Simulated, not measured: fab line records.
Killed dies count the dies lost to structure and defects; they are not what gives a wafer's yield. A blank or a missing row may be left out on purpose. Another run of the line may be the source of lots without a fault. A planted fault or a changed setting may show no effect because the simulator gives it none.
Comparing a struck lot with a sound one || flow nand-harc || 14 out of 1159 route steps
Sound: these wafers, L908.3, L908.4, L908.5. Struck: wafers L917.1, L917.2, L917.4. The cause is named last.
For every step that has rows: the tool of each side, followed by ch and its chambers, followed by its first start. Under that, the readings that differ: sound wafers || struck wafers || difference of the means || sigmas: that difference in standard deviations of wafers without a fault.
alike: words and numbers the same on both sides, and readings whose means are apart by under 2 such deviations; not compared: readings that were withheld, readings missing a value for some wafer, numbers with overlapping values and no deviation given by the record, and bounds like >300 which may hide the same value.
The two part at a step that has a row with sigmas, a row that says differs or no value, or rows on one side only. Numbers that don't overlap but have no deviation are shown without sigmas and don't part them. Lack of a reading on every wafer of one side parts them only where that side has two or more wafers.

first, 1 step without rows for these wafers: NHARC_A_CONTACT_STRIP_27 (strips in post etch residue remover, time 600 s).
NHARC_A_CONTACT_ALD_18: deposits TiN, target thk 3 nm, pulse time 1 s, ald cycles 150.
  sound on ald-metal-01 ch 0,2, day 17 06:34; struck on ald-metal-01 ch 0,3, day 19 23:01
  alike: heater-power-w, precursor-pulse-height-rel
NHARC_A_CONTACT_CVD_19: deposits W, target thk 300 nm, time 802 s.
  sound on cvd-w-02 ch 0,1; struck on cvd-w-01 ch 0,1
  alike: heater-power-w, throttle-valve-pct
NHARC_A_CONTACT_CMP_20: polishes, t overpolish 30 s, target thk 300 nm.
  sound on cmp-02 ch 0,2,3, day 17 13:04; struck on cmp-04 ch 0,1,3, day 20 04:15
  alike: motor-current-A, overpolish-run-s, retaining-ring-pressure-frac, time-to-endpoint-s
next, for these wafers, 1 step has no rows: NHARC_A_CONTACT_SRD_22.
NHARC_A_CONTACT_INSPECT_23:
  struck on defect-inspect-01, day 20 04:40; sound on defect-inspect-01, day 17 13:25
  alike: raw-defect-count
then, 5 steps without rows for these wafers: NHARC_A_BLC_DEHYDRATE_00 (time 120 s); NHARC_A_BLC_HMDS_01 (time 30 s); NHARC_A_BLC_COAT_02 (time 75 s); NHARC_A_BLC_COAT_03 (time 65 s); NHARC_A_BLC_COAT_04 (resist thk 90 nm).
NHARC_A_BLC_SOFTBAKE_05: time 55 s.
  sound on litho-track-04 ch 0, day 17 13:00; struck on litho-track-06 ch 0, day 20 04:00
{"reading": "heater-power-total-W (W)", "sound": "188.45 188.21 188.52", "struck": "177.78 177.93 177.87", "difference": -10.53, "sigmas": -81}
next, for these wafers, 1 step has no rows: NHARC_A_BLC_EBR_06.
-- record jumps: 2 days between struck wafers' starts before vs after; left off in module A_BLC, resumes in module END, first step shown is number 1159 of the route --
NHARC_END_SORT_01:
  sound on prober-02 ch 0, day 19 17:37; struck on prober-02 ch 0, day 22 10:01
  alike: killed-at-array, killed-at-other, killed-at-periphery, killed-dies, killed-open, killed-short

WHERE THEY PART
NHARC_A_BLC_SOFTBAKE_05 only, going by this record. Later steps at which nothing parts them and some readings are alike: NHARC_END_SORT_01.

WHY: the cause the simulator had injected
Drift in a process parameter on litho-track-06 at NHARC_A_BLC_SOFTBAKE_05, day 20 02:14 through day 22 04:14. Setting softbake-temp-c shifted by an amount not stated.
